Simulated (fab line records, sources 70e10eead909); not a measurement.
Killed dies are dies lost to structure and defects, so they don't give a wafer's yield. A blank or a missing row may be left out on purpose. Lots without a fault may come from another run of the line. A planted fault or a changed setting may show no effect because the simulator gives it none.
fab line records | flow nand_harc | part 1 of 2: steps 1 to 23 of 35
record lots=5 wafers=15 last_day=31
route steps=1302 shown A_CHANNEL_FILL_D2@615 A_STAIRCASE@639
lots that met no fault: from a run of the same line without faults
start_h: hours from the record's first day to the start of the lot's first wafer shown | wait_h: hours since the lot's step before | " the same as in the row above | L1.1+2: a row that stands for several wafers | - no value, or no start given | * or withheld: withheld | < > ~ a bound
route shown NAME@n: a module of which the file shows steps, and the number in the route of the first | usual: mean/standard deviation of fault-free wafers | same: alike in all rows | chamber/n: place in a boat | sites: the reading at each site | _std_site: their standard deviation | _edge_site: outer sites' mean less inner sites' | radius_mm: how far each site lies from the wafer's centre | mask NAME#n: copy n | behind: the tool/chamber that last shaped the wafer | hold: why the lot was held/for how many hours/how that ended | device: the transistor (n, p or np) that didn't switch | end of line: the same wafers' tests at the end of the route | a step without rows: its recipe alone | killed: dies lost to structure and defects at the first sort, not the wafer's yield | map: a wafer's dies, x killed, . not, _ none there
set.NAME: the setting as run; set.NAME@STEP: as run at that earlier step | model.NAME: the simulator's own value behind a step, which no gauge read
lots at some steps of the route; a table a step, a row a wafer
services: from which hour (start_h, from the record's first day; less than 0 if before it) a tool's chamber was out of use, for how many hours, and why
## steps
# step NHARC_A_CHANNEL_FILL_D2_ALD_15
# recipe target_thk_a=20 pulse_time_s=60 ald_cycles=19 temp_c=630 pressure_torr=2 material=SiNx
# usual precursor_pulse_height_rel=0.999/0.023
# columns lot.wafer tool chamber start_h wait_h precursor_pulse_height_rel
L076.2 ald_sin_batch-02 0 - - 0.998
L076.3 " 0 " " 1.028
L076.5 " 0 " " 0.968
L080.1 ald_sin_batch-02 0 - - 1.013
L080.3 " 0 " " 1.003
L080.5 " 0 " " 1.011
L090.1 ald_sin_batch-02 0 - - 1.001
L090.4 " 0 " " 1.043
L090.5 " 0 " " 1.035
L091.2 ald_sin_batch-02 0 - - 1.036
L091.3 " 0 " " 0.946
L091.5 " 0 " " 0.998
L093.1 ald_sin_batch-03 0 - - 0.976
L093.5 " 0 " " 0.955
L093.6 " 0 " " 0.983
# step NHARC_A_CHANNEL_FILL_D2_ALD_16
# recipe target_thk_a=15 pulse_time_s=10 ald_cycles=15 temp_c=300 material=SiO2
# usual heater_power_w=463/38 precursor_pulse_height_rel=0.997/0.02
# columns lot.wafer tool chamber start_h wait_h heater_power_w precursor_pulse_height_rel
L076.3 ald_hk-03 1 341.20 0.1 407 1.002
L076.2 " 2 " " 455 1.007
L076.5 " 0 " " 515 0.996
L080.3 ald_hk-04 0 372.19 0.3 434 1.003
L080.1 " 2 " " 403 0.964
L080.5 " 1 " " 488 1.013
L090.4 ald_hk-04 1 473.95 0.0 480 0.992
L090.1 " 3 " " 423 1.019
L090.5 " 2 " " 419 1.017
L091.2 ald_hk-01 2 473.97 0.1 509 1.013
L091.3 " 0 " " 435 0.994
L091.5 " 2 " " 515 0.978
L093.1 ald_hk-03 3 492.07 0.0 448 0.995
L093.6 " 3 " " 451 1.002
L093.5 " 0 " " 541 0.983
# step NHARC_A_CHANNEL_FILL_D2_ANNEAL_17
# recipe temp_c=850 time_s=1800
# usual spike_tc_bottom_C=866.1/1.8 zone_power_top_pct=33/5.7
# columns lot.wafer tool chamber start_h wait_h spike_tc_bottom_C zone_power_top_pct
L076.2 furnace-08 0 344.46 - 865.4 26
L076.3 " 0 " " 865.0 27
L076.5 " 0 " " 864.5 27
L080.1 furnace-01 0 375.58 - 868.2 27
L080.3 " 0 " " 868.4 28
L080.5 " 0 " " 869.4 27
L090.1 furnace-05 0 478.51 - 867.6 38
L090.4 " 0 " " 866.3 38
L090.5 " 0 " " 866.3 38
L091.2 furnace-05 0 478.51 - 866.0 38
L091.3 " 0 " " 863.8 39
L091.5 " 0 " " 866.0 38
L093.1 furnace-01 0 495.54 - 868.9 27
L093.5 " 0 " " 870.1 28
L093.6 " 0 " " 868.3 28
# step NHARC_A_CHANNEL_FILL_D2_CVD_18
# recipe target_thk_a=30 temp_c=550 material=poly-Si
# usual spike_tc_bottom_C=571.2/1.1 zone_power_top_pct=15.8/1.3
# columns lot.wafer tool chamber start_h wait_h spike_tc_bottom_C zone_power_top_pct
L076.2 lpcvd_poly-02 0 351.03 - 571.7 17.1
L076.3 " 0 " " 569.4 17.1
L076.5 " 0 " " 569.9 17.4
L080.1 lpcvd_poly-01 0 382.07 - 571.1 15.9
L080.3 " 0 " " 572.0 15.9
L080.5 " 0 " " 571.4 16.0
L090.1 lpcvd_poly-02 0 485.01 - 572.0 17.3
L090.4 " 0 " " 570.8 17.4
L090.5 " 0 " " 570.5 17.2
L091.2 lpcvd_poly-02 0 485.01 - 572.1 17.2
L091.3 " 0 " " 570.7 17.5
L091.5 " 0 " " 571.9 17.3
L093.1 lpcvd_poly-02 0 502.03 - 570.1 17.2
L093.5 " 0 " " 570.5 17.3
L093.6 " 0 " " 569.9 17.0
# step NHARC_A_CHANNEL_FILL_D2_ETCHBACK_19
# recipe target_depth_a=50 time_s=1.7 hbr_flow_sccm=150 cl2_flow_sccm=50 rf_w=400 icp_w=400 bias_w=100 chemistry=HBr/Cl2
# usual drypump_motor_current_A=5.8/0.38 he_backside_leak_sccm=2.74/0.29 oes_product_au=0.997/0.0088 throttle_valve_pct=26.406/0.0086
# columns lot.wafer tool chamber start_h wait_h drypump_motor_current_A he_backside_leak_sccm oes_product_au rf_hours_counter_h throttle_valve_pct
L076.3 rie_si-01 0 353.11 0.4 6.3 2.77 1.003 0.87 26.394
L076.2 " 1 " " 5.4 2.46 1.003 0.71 26.406
L076.5 " 2 " " 6.0 2.68 0.992 - 26.397
L080.1 rie_si-03 3 384.12 0.4 5.3 2.53 0.988 0.94 26.408
L080.3 " 2 " " 5.6 2.69 1.001 1.06 26.405
L080.5 " 2 " " 5.6 2.74 1.002 - 26.406
L090.4 rie_si-02 3 487.06 0.4 6.5 2.93 1.008 0.22 26.410
L090.1 " 1 " " 5.4 2.90 1.007 0.17 26.396
L090.5 " 3 " " 6.5 2.90 1.002 - 26.398
L091.3 rie_si-03 1 487.08 0.4 5.7 2.49 1.006 0.46 26.398
L091.2 " 2 " " 5.6 2.71 0.992 0.52 26.398
L091.5 " 0 " " 5.4 2.64 1.004 - 26.412
L093.1 rie_si-01 3 504.15 0.4 6.1 3.03 0.990 0.79 26.395
L093.6 " 0 " " 6.3 3.04 1.001 - 26.405
L093.5 " 1 " " 5.4 2.52 0.997 - 26.392
# step NHARC_A_CHANNEL_FILL_D2_ETCHBACK_20
# recipe target_depth_a=270 time_s=13.5 c4f8_flow_sccm=withheld o2_flow_sccm=8 ar_flow_sccm=withheld rf_w=600 bias_w=1500 chemistry=C4F8/O2/Ar
# usual oes_product_au=0.991/0.023 rf_vpp_V=979/7.4
# columns lot.wafer tool chamber start_h wait_h oes_product_au rf_hours_counter_h rf_vpp_V
L076.3 rie_diel-01 3 353.21 - 0.997 4 970
L076.2 " 0 " " 1.002 5 974
L076.5 " 0 " " 0.999 - 976
L080.3 rie_diel-08 3 384.29 - 1.007 0 970
L080.1 " 0 " " 1.008 0 989
L080.5 " 2 " " 1.010 - 979
L091.3 rie_diel-08 0 487.18 - 0.996 17 989
L091.2 " 1 " " 1.005 23 976
L091.5 " 0 " " 0.999 - 990
L090.4 rie_diel-01 0 487.18 - 1.002 2 974
L090.1 " 2 " " 0.997 2 986
L090.5 " 1 " " 1.021 - 970
L093.1 rie_diel-08 2 504.25 - 0.993 24 978
L093.6 " 1 " " 0.986 - 977
L093.5 " 2 " " 0.979 - 978
# step NHARC_A_CHANNEL_FILL_D2_STRIP_28
# recipe time_s=20 o2_flow_sccm=500 ar_flow_sccm=0 bias_w=0 chemistry=O2
# usual drypump_motor_current_A=5.7/0.45 oes_product_au=1.000/0.011 rf_vpp_V=57.8/0.98 showerhead_plenum_p_Torr=3.55/0.18 throttle_valve_pct=17.036/0.0087
# columns lot.wafer tool chamber start_h wait_h drypump_motor_current_A oes_product_au rf_hours_counter_h rf_vpp_V showerhead_plenum_p_Torr throttle_valve_pct
L076.2 rie_diel-01 2 353.31 0.1 5.8 1.010 5 59.3 3.74 17.039
L076.3 " 3 " " 6.1 1.001 4 57.2 3.34 17.033
L076.5 " 0 " " 5.2 0.998 - 57.6 3.42 17.042
L080.1 rie_diel-08 2 384.37 0.1 5.3 1.013 0 57.3 3.53 17.035
L080.3 " 0 " " 6.4 1.001 0 56.6 3.81 17.035
L080.5 " 2 " " 5.3 1.010 - 58.6 3.53 17.028
L091.2 rie_diel-08 0 487.28 0.1 6.4 1.007 17 58.9 3.80 17.044
L091.3 " 2 " " 5.3 1.012 22 58.0 3.52 17.032
L091.5 " 3 " " 5.8 1.001 - 56.4 3.33 17.049
L090.1 rie_diel-01 0 487.28 0.1 5.2 1.007 2 57.5 3.42 17.044
L090.4 " 1 " " 5.1 1.019 2 56.5 3.31 17.030
L090.5 " 2 " " 5.8 1.009 - 59.1 3.74 17.025
L093.1 rie_diel-08 0 504.34 0.1 6.4 0.994 19 57.5 3.80 17.047
L093.5 " 2 " " 5.3 1.003 - 56.8 3.52 17.022
L093.6 " 3 " " 5.8 0.998 - 59.3 3.33 17.037
# step NHARC_A_CHANNEL_FILL_D2_PRECLEAN_21
# recipe time_s=30 chemistry=dHF
# columns lot.wafer tool chamber start_h wait_h
L076.5+2+3 wet_bench-01 0,1,2 353.40 -
L080.3+5+1 wet_bench-06 3,5,0 384.46 -
L090.4+1+5 wet_bench-06 1,2,3 487.38 -
L091.5+3+2 wet_bench-04 3,4,6 487.38 -
L093.1+6+5 wet_bench-01 3,5,7 504.43 -
# step NHARC_A_CHANNEL_FILL_D2_SRD_23
# columns lot.wafer tool chamber start_h wait_h
L076.5+2+3 wet_bench-01 0,1,2 353.43 0.0
L080.3+5+1 wet_bench-06 3,5,0 384.49 0.0
L090.4+1+5 wet_bench-06 1,2,3 487.40 0.0
L091.5+3+2 wet_bench-04 3,4,6 487.40 0.0
L093.1+6+5 wet_bench-01 3,5,7 504.46 0.0
# step NHARC_A_CHANNEL_FILL_D2_CVD_05
# recipe target_thk_a=50 temp_c=550 material=poly-Si
# usual spike_tc_bottom_C=571.4/1.3 zone_power_top_pct=15.3/1.2
# columns lot.wafer tool chamber start_h wait_h spike_tc_bottom_C zone_power_top_pct
L076.2 lpcvd_poly-03 0 355.70 2.3 571.4 14.2
L076.3 " 0 " " 571.8 14.3
L076.5 " 0 " " 570.2 14.1
L080.1 lpcvd_poly-03 0 386.76 2.3 572.0 14.2
L080.3 " 0 " " 572.2 14.1
L080.5 " 0 " " 570.7 14.0
L090.1 lpcvd_poly-03 0 489.67 2.3 573.2 14.0
L090.4 " 0 " " 571.1 14.1
L090.5 " 0 " " 569.2 14.0
L091.2 lpcvd_poly-03 0 489.67 2.3 571.8 14.1
L091.3 " 0 " " 570.5 14.1
L091.5 " 0 " " 571.8 14.3
L093.1 lpcvd_poly-03 0 506.93 2.5 575.3 14.4
L093.5 " 0 " " 572.9 14.3
L093.6 " 0 " " 571.5 14.2
# step NHARC_A_CHANNEL_FILL_D2_ANNEAL_22
# recipe temp_c=620 time_s=7200
# usual spike_tc_bottom_C=638.7/2.1 zone_power_top_pct=19/3.3
# columns lot.wafer tool chamber start_h wait_h spike_tc_bottom_C zone_power_top_pct
L076.2 furnace-05 0 360.47 2.9 639.3 24
L076.3 " 0 " " 639.6 24
L076.5 " 0 " " 638.5 24
L080.1 furnace-01 0 392.08 3.5 639.6 17
L080.3 " 0 " " 640.3 17
L080.5 " 0 " " 642.1 17
L090.1 furnace-05 0 495.10 3.6 638.5 24
L090.4 " 0 " " 636.9 24
L090.5 " 0 " " 637.0 24
L091.2 furnace-05 0 495.10 3.6 637.0 24
L091.3 " 0 " " 638.0 24
L091.5 " 0 " " 639.3 24
L093.1 furnace-01 0 512.22 3.5 641.0 17
L093.5 " 0 " " 642.8 17
L093.6 " 0 " " 640.8 17
# step NHARC_A_CHANNEL_FILL_D2_THK_MEAS_06
# recipe thk_meas_gauge=ellipsometry
# usual thk_nm=5.0/0.99
# columns lot.wafer tool chamber start_h wait_h thk_nm
L076.2 film_metro-02 - 364.46 0.4 7.6
L076.3 " - " " 4.9
L076.5 " - " " 4.8
L080.1 film_metro-02 - 396.00 0.4 4.6
L080.3 " - " " 4.3
L080.5 " - " " 5.1
L091.2 film_metro-01 - 499.12 0.4 5.0
L091.3 " - " " 6.0
L091.5 " - " " 6.2
L090.1 film_metro-01 - 499.13 0.4 5.8
L090.4 " - " " 6.1
L090.5 " - " " 6.2
L093.1 film_metro-02 - 516.25 0.4 3.3
L093.5 " - " " 4.6
L093.6 " - " " 5.9
# step NHARC_A_CHANNEL_FILL_D2_ALD_25
# recipe target_thk_a=600 pulse_time_s=10 ald_cycles=600 temp_c=300 material=SiOx
# usual heater_power_w=466/37 precursor_pulse_height_rel=1.000/0.022
# columns lot.wafer tool chamber start_h wait_h heater_power_w precursor_pulse_height_rel
L076.2 ald_hk-03 2 364.51 0.1 466 1.022
L076.3 " 0 365.74 1.3 509 0.983
L076.5 " 3 367.57 3.1 463 1.025
L080.3 ald_hk-01 1 397.29 1.3 451 0.998
L080.1 " 2 " " 507 1.028
L080.5 " 3 " " 496 0.984
L091.2 ald_hk-03 0 499.17 0.1 521 1.015
L091.3 " 2 500.39 1.3 504 0.988
L091.5 " 1 502.23 3.1 391 0.985
L090.1 ald_hk-01 0 500.24 1.1 450 1.011
L090.4 " 1 " " 466 0.980
L090.5 " 0 502.67 3.5 443 1.019
L093.1 ald_hk-03 0 516.30 0.1 518 0.999
L093.6 " 0 518.80 2.5 514 1.003
L093.5 " 1 " " 389 1.000
# step NHARC_A_CHANNEL_FILL_D2_ETCHBACK_08
# recipe target_depth_a=2200 time_s=110 c4f8_flow_sccm=20 ar_flow_sccm=withheld rf_w=600 bias_w=300 chemistry=C4F8
# usual oes_product_au=0.98/0.033 rf_vpp_V=441/3.1
# columns lot.wafer tool chamber start_h wait_h oes_product_au rf_hours_counter_h rf_vpp_V
L076.3 rie_diel-06 3 - - 0.96 1 446
L076.2 " 0 " " 0.95 1 443
L076.5 " 2 " " 0.97 - 444
L080.3 rie_diel-01 3 - - 1.00 0 438
L080.1 " 2 " " 0.99 0 444
L080.5 " 0 " " 1.02 - 438
L091.2 rie_diel-01 3 - - 1.01 2 438
L091.3 " 0 " " 1.01 2 440
L091.5 " 0 " " 1.01 - 440
L090.4 rie_diel-06 0 - - 0.97 0 443
L090.1 " 1 " " 1.00 0 439
L090.5 " 2 " " 1.00 - 445
L093.1 rie_diel-01 3 - - 1.01 3 437
L093.5 " 2 " " 1.00 - 444
L093.6 " 3 " " 1.01 - 438
# step NHARC_A_CHANNEL_FILL_D2_STRIP_29
# recipe time_s=20 o2_flow_sccm=500 ar_flow_sccm=0 bias_w=0 chemistry=O2
# usual drypump_motor_current_A=5.6/0.44 oes_product_au=1.000/0.012 rf_vpp_V=57.9/0.92 showerhead_plenum_p_Torr=3.55/0.18 throttle_valve_pct=17.035/0.0096
# columns lot.wafer tool chamber start_h wait_h drypump_motor_current_A oes_product_au rf_hours_counter_h rf_vpp_V showerhead_plenum_p_Torr throttle_valve_pct
L076.3 rie_diel-06 2 - - 4.9 0.993 1 58.2 3.78 17.029
L076.2 " 1 " " 5.8 1.000 1 57.7 3.45 17.045
L076.5 " 2 " " 4.8 0.999 - 57.8 3.78 17.037
L080.1 rie_diel-01 2 - - 5.8 0.992 0 59.0 3.74 17.039
L080.3 " 3 " " 6.2 1.011 0 58.4 3.34 17.028
L080.5 " 0 " " 5.2 1.011 - 57.1 3.42 17.030
L091.2 rie_diel-01 1 - - 5.1 1.023 3 57.5 3.31 17.028
L091.3 " 2 " " 5.8 1.011 2 57.6 3.74 17.040
L091.5 " 1 " " 5.1 1.023 - 57.5 3.31 17.019
L090.1 rie_diel-06 2 - - 4.8 0.989 0 60.1 3.77 17.036
L090.4 " 1 " " 5.8 1.008 0 58.3 3.45 17.041
L090.5 " 2 " " 4.8 0.997 - 57.5 3.77 17.036
L093.1 rie_diel-01 0 - - 5.2 1.005 3 58.5 3.42 17.039
L093.5 " 2 " " 5.8 1.003 - 58.8 3.74 17.035
L093.6 " 3 " " 6.2 1.011 - 57.3 3.33 17.035
# step NHARC_A_CHANNEL_FILL_D2_PRECLEAN_30
# recipe time_s=30 chemistry=dHF
# columns lot.wafer tool chamber start_h wait_h
L076.5+3+2 wet_bench-04 0,2,5 370.29 -
L080.1+5+3 wet_bench-04 2,5,6 401.86 -
L091.2+3+5 wet_bench-04 5,0,1 504.94 -
L090.5+4+1 wet_bench-01 1,3,4 505.39 -
L093.5+1+6 wet_bench-04 5,6,7 522.16 -
# step NHARC_A_CHANNEL_FILL_D2_SRD_31
# columns lot.wafer tool chamber start_h wait_h
L076.5+3+2 wet_bench-04 0,2,5 370.32 0.0
L080.1+5+3 wet_bench-04 2,5,6 401.89 0.0
L091.2+3+5 wet_bench-04 5,0,1 504.96 0.0
L090.5+4+1 wet_bench-01 1,3,4 505.41 0.0
L093.5+1+6 wet_bench-04 5,6,7 522.18 0.0
# step NHARC_A_CHANNEL_FILL_D2_CVD_09
# recipe target_thk_a=1500 temp_c=620 pressure_mtorr=200 time_s=3000 material=poly-Si
# usual spike_tc_bottom_C=640.2/1.1 zone_power_top_pct=18.1/1.5
# columns lot.wafer tool chamber start_h wait_h spike_tc_bottom_C zone_power_top_pct
L076.2 lpcvd_poly-03 0 372.59 2.3 640.5 16.6
L076.3 " 0 " " 640.2 16.5
L076.5 " 0 " " 641.3 16.6
L080.1 lpcvd_poly-01 0 404.23 2.3 638.4 18.9
L080.3 " 0 " " 640.9 18.9
L080.5 " 0 " " 640.9 18.6
L090.1 lpcvd_poly-02 0 507.96 2.6 640.3 20.3
L090.4 " 0 " " 637.4 20.1
L090.5 " 0 " " 640.5 20.2
L091.2 lpcvd_poly-02 0 507.96 3.0 640.5 20.2
L091.3 " 0 " " 642.2 20.2
L091.5 " 0 " " 641.5 20.1
L093.1 lpcvd_poly-03 0 524.45 2.3 640.4 16.5
L093.5 " 0 " " 640.8 16.6
L093.6 " 0 " " 641.6 16.7
# step NHARC_A_CHANNEL_FILL_D2_CMP_10
# recipe target_thk_nm=150
# usual motor_current_A=11.9/1.1 time_to_endpoint_s=15.4/2.4
# columns lot.wafer tool chamber start_h wait_h motor_current_A time_to_endpoint_s
L076.3 cmp-02 2 375.78 0.4 12.8 18.6
L076.2 " 1 " " 11.0 13.5
L076.5 " 2 " " 12.8 19.3
L080.1 cmp-02 2 407.46 0.4 13.4 17.0
L080.3 " 3 " " 10.1 16.2
L080.5 " 3 " " 11.1 15.7
L090.1 cmp-01 2 511.11 0.4 10.8 17.5
L090.4 " 0 " " 11.4 15.3
L090.5 " 3 " " 11.2 17.1
L091.3 cmp-04 0 511.16 0.4 12.5 15.3
L091.2 " 1 " " 9.4 13.7
L091.5 " 2 " " 12.9 15.5
L093.1 cmp-04 2 527.67 0.4 12.8 12.8
L093.6 " 1 " " 10.1 11.4
L093.5 " 2 " " 12.1 11.0
# step NHARC_A_CHANNEL_FILL_D2_SRD_12
# columns lot.wafer tool chamber start_h wait_h
L076.3+2+5 wet_bench-01 1,4,5 376.08 0.0
L080.1+3+5 wet_bench-06 7,0,4 407.75 0.0
L091.5+3+2 wet_bench-01 6,7,2 511.41 0.0
L090.1+5+4 wet_bench-04 1,4,5 511.41 0.0
L093.5+6+1 wet_bench-06 1,2,3 527.95 0.0
# step NHARC_A_CHANNEL_FILL_D2_RTA_24
# recipe temp_c=1000 time_s=5
# usual lamp_power_pct=27.6/0.59 wafer_temp_C_max=1004.5/0.83
# columns lot.wafer tool chamber start_h wait_h lamp_power_pct wafer_temp_C_max
L076.2 rtp_anneal-02 0 376.22 0.1 27.0 1003.1
L076.3 " 0 " " 27.0 1004.6
L076.5 " 0 " " 27.0 1005.1
L080.1 rtp_anneal-01 0 407.87 0.0 28.2 1004.2
L080.3 " 0 " " 28.2 1005.8
L080.5 " 0 " " 28.2 1005.2
L090.1 rtp_anneal-02 0 511.53 0.0 27.1 1003.7
L090.4 " 0 " " 27.0 1003.9
L090.5 " 0 " " 27.0 1003.6
L091.2 rtp_anneal-01 0 511.56 0.1 28.3 1003.7
L091.3 " 0 " " 28.2 1004.5
L091.5 " 0 " " 28.2 1004.3
L093.1 rtp_anneal-01 0 528.06 0.0 28.2 1005.7
L093.5 " 0 " " 28.2 1004.4
L093.6 " 0 " " 28.2 1004.6
# step NHARC_A_CHANNEL_FILL_D2_INSPECT_13
# usual raw_defect_count=365/130
# columns lot.wafer tool chamber start_h wait_h raw_defect_count
L076.2 defect_inspect-02 - 376.39 0.1 343
L076.3 " - " " 237
L076.5 " - " " 547
L080.1 defect_inspect-02 - 408.07 0.2 491
L080.3 " - " " 776
L080.5 " - " " 708
L091.2 defect_inspect-01 - 511.73 0.1 305
L091.3 " - " " 292
L091.5 " - " " 602
L090.1 defect_inspect-02 - 511.75 0.2 325
L090.4 " - " " 337
L090.5 " - " " 375
L093.1 defect_inspect-02 - 528.26 0.2 281
L093.5 " - " " 342
L093.6 " - " " 341
# step NHARC_A_STAIRCASE_DEP_156
# recipe target_thk_a=500 temp_c=400 target_thk_nm=50 flow_sccm=200 rf_w=450 material=SiNx
# usual heater_power_w=777/120
# columns lot.wafer tool chamber start_h wait_h heater_power_w
L076.3 pecvd-01 0 376.46 0.1 792
L076.2 " 2 " " 630
L076.5 " 0 " " 819
L080.1 pecvd-01 2 408.14 0.1 584
L080.3 " 0 " " 840
L080.5 " 0 " " 828
L091.2 pecvd-01 0 511.80 0.1 818
L091.3 " 1 " " 875
L091.5 " 1 " " 903
L090.1 pecvd-02 2 511.88 0.1 719
L090.5 " 1 " " 665
L090.4 " 2 " " 703
L093.1 pecvd-01 0 528.38 0.1 840
L093.5 " 1 " " 858
L093.6 " 0 " " 863
